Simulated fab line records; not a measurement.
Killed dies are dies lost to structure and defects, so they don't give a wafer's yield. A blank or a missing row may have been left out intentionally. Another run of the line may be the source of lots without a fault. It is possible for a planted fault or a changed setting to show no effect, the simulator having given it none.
Matching of chambers + flow n5-finfet + N5_SDB_ALD_29 on ald-sin-04 has 4 sister chambers
The step deposits SiNx, target thk 30 nm, pulse time 1 s, ald cycles 600. 20 wafers are shown with their chamber, then 10 later ones without.

WAFERS PAIRED WITH THEIR CHAMBERS
| wafer  | chamber | heater-power-w (W) | precursor-pulse-height-rel |
|--------|---------|--------------------|----------------------------|
| L075.3 | 3       | 656                | 1.038                      |
| L075.4 | 0       | 922                | 0.982                      |
| L075.5 | 2       | 748                | 0.976                      |
| L079.1 | 3       | 674                | 0.994                      |
| L079.4 | 2       | 745                | 1.031                      |
| L079.6 | 1       | 798                | 0.972                      |
| L080.1 | 2       | 766                | 0.979                      |
| L080.3 | 1       | 813                | 0.984                      |
| L080.6 | 1       | 790                | 1.002                      |
| L081.1 | 3       | 654                | 1.018                      |
| L081.4 | 2       | 765                | 1.005                      |
| L081.6 | 0       | 931                | 0.986                      |
| L084.3 | 3       | 667                | 1.014                      |
| L084.5 | 3       | 672                | 1.003                      |
| L084.6 | 0       | 930                | 1.006                      |
| L088.2 | 0       | 907                | 1.000                      |
| L088.3 | 3       | 666                | 0.980                      |
| L088.5 | 3       | 666                | 1.000                      |
| L090.1 | 0       | 897                | 0.943                      |
| L090.3 | 2       | 775                | 0.995                      |

SIGNATURES (means of the wafers above)
| reading                    | chamber 0 | chamber 1 | chamber 2 | chamber 3 | scatter within a chamber |
|----------------------------|-----------|-----------|-----------|-----------|--------------------------|
| heater-power-w             | 917.40    | 800.33    | 759.80    | 665.00    | 11.6                     |
| precursor-pulse-height-rel | 0.98340   | 0.98600   | 0.99720   | 1.00671   | 0.0209                   |
Rule: for each reading, subtract the chamber's mean from the wafer's reading, divide by that reading's scatter and square the result; add these up over the readings and take the root, which gives the wafer's distance from the chamber. If the next closest chamber is less than 2 further off than the closest, the wafer can't be placed; otherwise it belongs to the closest. The scatter is the square root of a quotient: the sum, over the shown wafers, of each reading's squared deviation from its chamber's mean, divided by wafers minus chambers.

WAFERS WITHOUT THEIR CHAMBER
| wafer  | heater-power-w (W) | precursor-pulse-height-rel |
|--------|--------------------|----------------------------|
| L090.6 | 830                | 1.026                      |
| L092.1 | 795                | 0.977                      |
| L092.4 | 662                | 1.017                      |
| L092.6 | 934                | 0.992                      |
| L093.1 | 685                | 0.986                      |
| L093.4 | 907                | 0.992                      |
| L093.5 | 912                | 1.007                      |
| L097.1 | 830                | 0.994                      |
| L097.4 | 643                | 0.997                      |
| L097.5 | 904                | 0.999                      |

WHICH CHAMBER EACH ONE RAN IN
| wafer  | from the rows above | in truth |
|--------|---------------------|----------|
| L090.6 | 1                   | 1        |
| L092.1 | 1                   | 1        |
| L092.4 | 3                   | 3        |
| L092.6 | 0                   | 0        |
| L093.1 | 3                   | 3        |
| L093.4 | 0                   | 0        |
| L093.5 | 0                   | 0        |
| L097.1 | 1                   | 1        |
| L097.4 | 3                   | 3        |
| L097.5 | 0                   | 0        |
10 of 10 placed correctly. Can't be placed from these rows: 0. 0 placed wrongly.
